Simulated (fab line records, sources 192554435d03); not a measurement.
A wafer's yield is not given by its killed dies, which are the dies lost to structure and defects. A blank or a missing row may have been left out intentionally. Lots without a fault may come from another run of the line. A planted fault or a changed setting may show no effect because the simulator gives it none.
Which tool was responsible? ; flow n5 finfet ; Sampling: 10 lots, 30 wafers, 5 of 1938 route steps

## WHAT THE GAUGES READ, wafer by wafer
N5_BEOL_M4_RC_MEAS_101. Usual: DIBL_N 36.8 mV/V, standard deviation 1.5; DIBL_P 37.1 mV/V, standard deviation 2.1; IOFF_N 0.168 nA/um, standard deviation 0.03; IOFF_P 0.22 nA/um, standard deviation 0.034; ION_N 679 uA/um, standard deviation 12; ION_P 466 uA/um, standard deviation 8; SS_N 71.7 mV/dec, standard deviation 0.58; SS_P 73.5 mV/dec, standard deviation 0.67; VT_N 248.8 mV, standard deviation 2.7; VT_P -250 mV, standard deviation 3.3.
lot;measured;on;DIBL_N (mV/V);DIBL_P (mV/V);IOFF_N (nA/um);IOFF_P (nA/um);ION_N (uA/um);ION_P (uA/um);SS_N (mV/dec);SS_P (mV/dec);VT_N (mV);VT_P (mV);flag
L471;day 8 02:38;prober-01;37.6 37.3 38.0;39.4 37.8 39.2;0.203 0.181 0.197;0.29 0.25 0.28;694 679 679;475 466 470;71.2 71.3 71.7;74.3 73.5 74.9;245.8 249.1 247.4;-247 -248 -246;
L476;day 9 06:04;prober-01;35.4 35.5 35.6;37.0 37.0 37.2;0.167 0.166 0.183;0.22 0.21 0.22;671 680 684;469 463 470;71.3 71.8 71.2;74.0 72.8 73.4;247.2 245.1 244.9;-249 -248 -247;
L478;day 9 19:59;prober-02;38.5 35.3 37.8;38.9 36.3 39.0;0.202 0.153 0.204;0.22 0.19 0.24;682 678 696;455 466 467;72.4 72.1 72.0;74.0 73.2 74.1;246.2 250.0 245.2;-250 -253 -249;
L479;day 9 17:22;prober-01;38.6 35.1 37.7;40.4 36.2 38.2;0.222 0.148 0.178;0.23 0.16 0.20;688 680 673;457 458 457;71.9 70.8 72.5;74.1 72.7 73.5;245.8 249.5 249.2;-253 -257 -254;
L491;day 13 00:08;prober-02;39.5 36.3 37.7;39.8 36.0 37.7;0.233 0.149 0.182;0.28 0.21 0.23;712 687 695;478 472 476;71.8 71.4 72.2;74.5 73.2 73.2;244.4 250.9 248.9;-247 -249 -250;
L492;day 13 08:35;prober-02;33.4 34.7 36.5;33.0 34.8 36.2;0.126 0.147 0.164;0.19 0.22 0.26;679 681 678;469 472 474;71.3 71.5 72.4;72.9 73.4 73.0;252.8 252.4 248.7;-251 -247 -246;
L493;day 14 02:40;prober-01;37.7 38.0 35.4;38.6 37.2 34.7;0.167 0.171 0.135;0.25 0.22 0.18;676 680 667;467 469 455;71.3 71.0 71.3;73.1 72.6 72.9;249.5 249.2 252.4;-246 -248 -251;

## TOOL THAT RAN EACH LOT (tool first, then ch and the chambers of the sampled wafers, then the start)
lot;N5_MOL_CONTACT_COAG_STRIP_96;N5_MOL_CONTACT_COAG_CVD_140;N5_BEOL_M0_SAQP_PECVD_97;N5_BEOL_M0_SAQP_PECVD_04
L471;rie diel-06 ch 0,2, day 5 15:22;cvd w-01 ch 0,1, day 5 17:48;pecvd-02 ch 0,2, day 5 22:53;pecvd-02 ch 0,2, day 5 22:56
L476;rie diel-01 ch 0,2, day 6 14:58;cvd w-01 ch 0,1, day 6 16:53;pecvd-02 ch 1,2, day 6 23:08;pecvd-02 ch 1,2, day 6 23:10
L478;rie diel-06 ch 0,2,3, day 7 01:32;cvd w-01 ch 0,1, day 7 03:36;pecvd-02 ch 0,1,2, day 7 08:43;pecvd-02 ch 0,1,2, day 7 08:45
L479;rie diel-06 ch 0,1,2, day 7 10:13;cvd w-01 ch 0,1, day 7 12:01;pecvd-02 ch 0,2, day 7 17:03;pecvd-02 ch 0,2, day 7 17:05
L481;rie diel-06 ch 1,2,3, day 8 00:35;cvd w-02 ch 0, day 8 02:30;-;-
L482;rie diel-02 ch 1,2,3, day 8 05:28;cvd w-02 ch 0,1, day 8 07:20;-;-
L483;rie diel-02 ch 1,2,3, day 8 09:14;cvd w-01 ch 0,1, day 8 11:02;-;-
L491;rie diel-01 ch 0,2,3, day 10 09:25;cvd w-02 ch 0,1, day 10 11:30;pecvd-04 ch 0,1,2, day 10 15:47;pecvd-04 ch 0,1,2, day 10 15:49
L492;rie diel-01 ch 0,1, day 10 14:32;cvd w-01 ch 0, day 10 17:46;pecvd-02 ch 0,2, day 10 23:46;pecvd-02 ch 0,2, day 10 23:48
L493;rie diel-06 ch 0,1, day 10 19:10;cvd w-02 ch 0,1, day 10 21:11;pecvd-01 ch 0,1,2, day 11 02:43;pecvd-01 ch 0,1,2, day 11 02:46
- N5_MOL_CONTACT_COAG_STRIP_96: strips in N2/H2.
- N5_MOL_CONTACT_COAG_CVD_140: deposits W, target thk 66.5 nm, time 215 s.
- N5_BEOL_M0_SAQP_PECVD_97: deposits SiNx from SiH4/NH3/N2, target thk 23 nm, time 19.9 s.
- N5_BEOL_M0_SAQP_PECVD_04: deposits a-Si from SiH4/He, target thk 60 nm, time 60.2 s.

## WHAT THE TOOLS THEMSELVES READ (means of the sampled wafers that have a number; where no wafer has one, the mark that the record gives instead)
N5_MOL_CONTACT_COAG_STRIP_96. Usual: chamber pressure mTorr 50.00 mTorr, standard deviation 0.062; drypump motor current A 5.6 A, standard deviation 0.51; h2 flow sccm 300.1 sccm, standard deviation 0.94; oes product au 0.82 a.u., standard deviation 0.093; rf vpp V 121.8 V, standard deviation 1.2; showerhead plenum p Torr 3.37 Torr, standard deviation 0.12; temp c 40.00 C, standard deviation 0.12; throttle valve pct 19.0 %, standard deviation 0.4.
lot;tool;chamber pressure mTorr (mTorr);drypump motor current A (A);h2 flow sccm (sccm);oes product au (a.u.);rf vpp V (V);showerhead plenum p Torr (Torr);temp c (C);throttle valve pct (%);flag
L471;rie diel-06;49.94;5.7;300.6;0.84;122.4;3.53;40.19;18.9;
L476;rie diel-01;50.07;5.2;300.3;0.72;122.4;3.38;39.97;18.8;
L478;rie diel-06;49.99;5.6;300.5;0.80;122.5;3.43;39.96;19.1;
L479;rie diel-06;50.02;5.9;299.5;0.85;122.4;3.44;39.89;18.9;
L481;rie diel-06;49.98;5.8;299.4;0.83;122.5;3.34;39.86;18.9;
L482;rie diel-02;49.97;6.1;300.0;0.89;122.4;3.32;40.03;18.7;
L483;rie diel-02;49.99;6.1;300.1;0.89;121.7;3.32;40.12;18.7;
L491;rie diel-01;49.94;5.4;300.5;0.83;121.3;3.34;39.94;18.8;
L492;rie diel-01;50.00;4.8;298.7;0.71;121.3;3.29;39.96;19.0;
L493;rie diel-06;50.02;6.0;300.3;0.85;122.3;3.45;40.03;18.6;

N5_MOL_CONTACT_COAG_CVD_140. Usual: heater power outer w 255 W, standard deviation 16; heater power w 475 W, standard deviation 39.
lot;tool;heater power outer w (W);heater power w (W);flag
L471;cvd w-01;244;456;
L476;cvd w-01;242;437;
L478;cvd w-01;233;433;
L479;cvd w-01;238;432;
L481;cvd w-02;-;-;OFF
L482;cvd w-02;-;-;OFF
L483;cvd w-01;-;-;OFF
L491;cvd w-02;274;508;
L492;cvd w-01;233;415;
L493;cvd w-02;269;504;

N5_BEOL_M0_SAQP_PECVD_97. Usual: heater power w 555 W, standard deviation 52; showerhead plenum p Torr 5.118 Torr, standard deviation 0.024; throttle valve pct 40.4 %, standard deviation 2.8.
lot;tool;heater power w (W);showerhead plenum p Torr (Torr);throttle valve pct (%);flag
L471;pecvd-02;532;5.120;40.6;
L476;pecvd-02;595;5.144;40.4;
L478;pecvd-02;564;5.133;40.6;
L479;pecvd-02;559;5.115;40.6;
L491;pecvd-04;553;5.126;40.8;
L492;pecvd-02;568;5.112;40.7;
L493;pecvd-01;541;5.104;40.0;

N5_BEOL_M0_SAQP_PECVD_04. Usual: heater power w 626 W, standard deviation 53; showerhead plenum p Torr 5.651 Torr, standard deviation 0.019; throttle valve pct 18.4 %, standard deviation 1.2.
lot;tool;heater power w (W);showerhead plenum p Torr (Torr);throttle valve pct (%);flag
L471;pecvd-02;638;5.639;18.5;
L476;pecvd-02;666;5.673;18.5;
L478;pecvd-02;658;5.659;18.4;
L479;pecvd-02;600;5.647;18.5;
L491;pecvd-04;651;5.656;18.5;
L492;pecvd-02;664;5.644;18.5;
L493;pecvd-01;591;5.643;18.2;

## THE ANSWER, worked out from the rows above alone
Rule: a lot counts as off when the mean over its wafers that have a number is more than 3 standard deviations away from the usual mean. A lot without any number at a reading at which 4 lots or more have one is off too. The other lots that the step has rows for count as sound. The gauges are gone through in route order, then the tools' own readings, and for those a lot's mean is taken as printed above. The first step at which some lot is off is used, and at that step the reading that is off furthest; a lot without a number counts as furthest.
Off: L481, L482, L483, at N5_MOL_CONTACT_COAG_CVD_140 (heater power outer w). Without a number there: L481, L482, L483.
If a tool, at that step or one of the process steps before it, ran each lot that is off and ran no sound lot following the first of them, it fits. Not one of the candidates tried fits.

## WHAT HAD BEEN PUT IN BY THE SIMULATOR
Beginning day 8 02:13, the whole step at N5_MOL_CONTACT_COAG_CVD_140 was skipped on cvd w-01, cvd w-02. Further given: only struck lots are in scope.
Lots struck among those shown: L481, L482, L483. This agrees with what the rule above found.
